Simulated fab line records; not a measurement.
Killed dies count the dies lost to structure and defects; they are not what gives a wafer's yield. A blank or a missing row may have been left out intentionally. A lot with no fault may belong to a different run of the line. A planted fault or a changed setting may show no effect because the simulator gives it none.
Which of the tools did it? | flow nand harc | 13 lots with 39 wafers sampled at 5 steps, on a route of 1159 steps

## WHAT THE GAUGES READ, wafer by wafer
NHARC_P_STI_CD_MEAS_09: the cd target is 200 nm. Usual: cd nm reads 200.7 nm (standard deviation 1.5).
lot  | measured    | on        | cd nm (nm)        | flag
L560 | day 2 20:05 | cd sem-03 | 202.1 202.2 201.5 |
L562 | day 3 05:17 | cd sem-01 | 201.5 202.1 201.9 |
L563 | day 3 12:52 | cd sem-01 | 198.7 199.1 198.9 |
L566 | day 4 06:49 | cd sem-03 | 199.8 199.3 200.9 |
L572 | day 5 17:45 | cd sem-01 | 198.1 199.0 199.9 |
L573 | day 5 23:46 | cd sem-03 | 201.7 201.1 203.3 |
L574 | day 6 08:47 | cd sem-03 | 202.1 199.6 200.1 |
L575 | day 6 08:46 | cd sem-01 | 201.4 203.9 202.0 |
L576 | day 6 17:15 | cd sem-02 | 202.3 203.5 202.9 |
L577 | day 7 00:37 | cd sem-02 | 199.7 202.4 200.8 |
L579 | day 7 11:07 | cd sem-01 | 197.8 199.4 201.5 |
L580 | day 7 20:50 | cd sem-01 | 198.4 198.5 199.3 |
L582 | day 8 01:52 | cd sem-02 | 199.8 200.2 201.4 |

NHARC_END_SORT_01. Usual: killed at array 27, standard deviation 9.8; killed at other 0.6, standard deviation 0.83; killed at periphery 3.5, standard deviation 2.4; killed dies 31, standard deviation 9.6; killed open 3.1, standard deviation 1.9; killed short 2.0, standard deviation 1.5.
lot  | measured     | on        | killed at array | killed at other | killed at periphery | killed dies | killed open | killed short | flag
L562 | day 20 18:26 | prober-02 | 34 32 30        | 4 2 2           | 5 1 3               | 43 35 35    | 3 2 1       | 2 1 1        |
L572 | day 23 04:33 | prober-02 | 8 12 9          | 1 0 0           | 10 4 7              | 19 16 16    | 2 3 3       | 1 2 0        |
L574 | day 24 15:25 | prober-02 | 15 17 10        | 0 1 0           | 1 3 2               | 16 21 12    | 1 6 2       | 2 2 1        |
L576 | day 23 23:45 | prober-01 | 29 45 34        | 0 1 0           | 1 1 2               | 30 47 36    | 3 2 3       | 2 2 4        |
L577 | day 24 16:15 | prober-01 | 27 28 28        | 0 0 0           | 6 4 5               | 33 32 33    | 2 1 2       | 4 4 1        |
L579 | day 25 00:05 | prober-01 | 32              | 1               | 3                   | 36          | 1           | 0            |

## WHAT TOOL EACH LOT RAN ON (gives the tool, then ch and the chambers of the sampled wafers, and finally the start)
lot  | NHARC_P_ZERO_WELL_DESCUM_13       | NHARC_P_ZERO_WELL_IMPLANT_27   | NHARC_P_STI_ETCH_15
L560 | rie diel-07 ch 0,2,3, day 1 19:23 | implanter-01 ch 0, day 1 20:46 | rie si-03 ch 0,1,2, day 2 20:40
L562 | rie diel-07 ch 0,1,3, day 2 07:26 | implanter-01 ch 0, day 2 08:47 | rie si-06 ch 1,2,3, day 3 05:52
L563 | rie diel-12 ch 0,1,2, day 2 13:25 | implanter-02 ch 0, day 2 14:51 | rie si-03 ch 0,1,2, day 3 13:26
L566 | rie diel-11 ch 0,1,3, day 3 07:24 | implanter-01 ch 0, day 3 08:54 | rie si-03 ch 1,2,3, day 4 07:23
L572 | rie diel-11 ch 1,2,3, day 4 19:25 | implanter-01 ch 0, day 4 20:52 | rie si-03 ch 0,1,2, day 5 18:21
L573 | rie diel-11 ch 0,2, day 5 01:16   | implanter-02 ch 0, day 5 02:41 | rie si-01 ch 1,2, day 6 00:19
L574 | rie diel-07 ch 0,2,3, day 5 07:25 | implanter-02 ch 0, day 5 08:54 | rie si-03 ch 0,2,3, day 6 09:20
L575 | rie diel-11 ch 0,1,3, day 5 13:28 | implanter-01 ch 0, day 5 14:58 | rie si-06 ch 0,1,3, day 6 09:19
L576 | rie diel-12 ch 1,2, day 5 19:24   | implanter-01 ch 0, day 5 20:53 | rie si-01 ch 1,2, day 6 17:48
L577 | rie diel-07 ch 0,2,3, day 6 01:41 | implanter-01 ch 0, day 6 03:14 | rie si-03 ch 0,2,3, day 7 01:09
L579 | rie diel-12 ch 0,2, day 6 13:29   | implanter-01 ch 0, day 6 15:10 | rie si-01 ch 2,3, day 7 11:39
L580 | rie diel-12 ch 0,1,2, day 6 19:31 | implanter-01 ch 0, day 6 20:55 | rie si-03 ch 0,1,2, day 7 21:22
L582 | rie diel-07 ch 0,1,3, day 7 07:33 | implanter-02 ch 0, day 7 08:58 | rie si-01 ch 1,3, day 8 02:24
- NHARC_P_ZERO_WELL_DESCUM_13: chemistry O2, time 3 s.
- NHARC_P_ZERO_WELL_IMPLANT_27
- NHARC_P_STI_ETCH_15: etches the open film in HBr/Cl2, target depth 300 nm, time 100.1 s.

## WHAT THE TOOLS THEMSELVES READ (means of the sampled wafers that have a number; where no wafer has one, the mark that the record gives instead)
NHARC_P_ZERO_WELL_DESCUM_13. Usual: drypump motor current A 5.8 A, standard deviation 0.34; oes product au 0.999 a.u., standard deviation 0.0077; rf vpp V 58.1 V, standard deviation 0.94; showerhead plenum p Torr 1.95 Torr, standard deviation 0.084; throttle valve pct 11.311 %, standard deviation 0.0091.
lot  | tool        | drypump motor current A (A) | oes product au (a.u.) | rf vpp V (V) | showerhead plenum p Torr (Torr) | throttle valve pct (%) | flag
L560 | rie diel-07 | 5.8                         | 0.998                 | 58.5         | 1.98                            | 11.313                 |
L562 | rie diel-07 | 6.0                         | 0.997                 | 58.0         | 1.95                            | 11.312                 |
L563 | rie diel-12 | 5.6                         | 1.007                 | 57.6         | 2.02                            | 11.317                 |
L566 | rie diel-11 | 5.9                         | 0.986                 | 58.1         | 1.91                            | 11.308                 |
L572 | rie diel-11 | 5.9                         | 1.002                 | 58.4         | 1.91                            | 11.313                 |
L573 | rie diel-11 | 6.2                         | 1.002                 | 56.2         | 1.80                            | 11.310                 |
L574 | rie diel-07 | 5.8                         | 0.992                 | 58.8         | 1.98                            | 11.322                 |
L575 | rie diel-11 | 5.8                         | 0.990                 | 57.0         | 1.91                            | 11.308                 |
L576 | rie diel-12 | 5.7                         | 1.006                 | 58.2         | 2.00                            | 11.305                 |
L577 | rie diel-07 | 5.8                         | 0.999                 | 57.8         | 1.98                            | 11.305                 |
L579 | rie diel-12 | 5.7                         | 1.005                 | 58.2         | 2.03                            | 11.320                 |
L580 | rie diel-12 | 5.6                         | 1.003                 | 58.3         | 2.02                            | 11.310                 |
L582 | rie diel-07 | 6.0                         | 1.001                 | 58.3         | 1.95                            | 11.304                 |

NHARC_P_ZERO_WELL_IMPLANT_27. Usual: dose ions cm2 reads 1e+13 (standard deviation 1.1e+10).
lot  | tool         | dose ions cm2 | flag
L560 | implanter-01 | 1e+13         |
L562 | implanter-01 | 1e+13         |
L563 | implanter-02 | 1e+13         |
L566 | implanter-01 | 1e+13         |
L572 | implanter-01 | 1e+13         |
L573 | implanter-02 | 1e+13         |
L574 | implanter-02 | 1e+13         |
L575 | implanter-01 | 1e+13         |
L576 | implanter-01 | 1e+13         |
L577 | implanter-01 | 1e+13         |
L579 | implanter-01 | 1e+13         |
L580 | implanter-01 | 1e+13         |
L582 | implanter-02 | 1e+13         |

NHARC_P_STI_ETCH_15. Usual: drypump motor current A 5.8 A, standard deviation 0.47; oes product au 0.998 a.u., standard deviation 0.0066; throttle valve pct 26.405 %, standard deviation 0.009.
lot  | tool      | drypump motor current A (A) | oes product au (a.u.) | throttle valve pct (%) | flag
L560 | rie si-03 | 5.8                         | 0.999                 | 26.404                 |
L562 | rie si-06 | 5.6                         | 0.999                 | 26.404                 |
L563 | rie si-03 | 5.9                         | 0.997                 | 26.404                 |
L566 | rie si-03 | 6.1                         | 1.002                 | 26.398                 |
L572 | rie si-03 | 5.9                         | 0.999                 | 26.401                 |
L573 | rie si-01 | 6.1                         | 1.006                 | 26.417                 |
L574 | rie si-03 | 5.6                         | 0.993                 | 26.407                 |
L575 | rie si-06 | 5.9                         | 0.993                 | 26.405                 |
L576 | rie si-01 | 5.8                         | 1.004                 | 26.406                 |
L577 | rie si-03 | 5.6                         | 1.000                 | 26.400                 |
L579 | rie si-01 | 5.7                         | 1.008                 | 26.396                 |
L580 | rie si-03 | 5.9                         | 0.988                 | 26.395                 |
L582 | rie si-01 | 6.2                         | 0.997                 | 26.406                 |

## THE ANSWER, worked out from the rows above alone
Rule: a lot is off if the mean of its wafers that have a number lies more than 3 standard deviations from the usual mean. A lot without any number at a reading at which 4 lots or more have one is off too. Where the step has rows for the other lots, those lots are counted as sound. The gauges are gone through in route order, then the tools' own readings, and for those a lot's mean is taken as printed above. The first step at which some lot is off is used, and at that step the reading that is off furthest; a lot without a number counts as furthest.
None of the lots is off at any reading shown; this tells nothing.

## WHAT THE SIMULATOR PUT IN
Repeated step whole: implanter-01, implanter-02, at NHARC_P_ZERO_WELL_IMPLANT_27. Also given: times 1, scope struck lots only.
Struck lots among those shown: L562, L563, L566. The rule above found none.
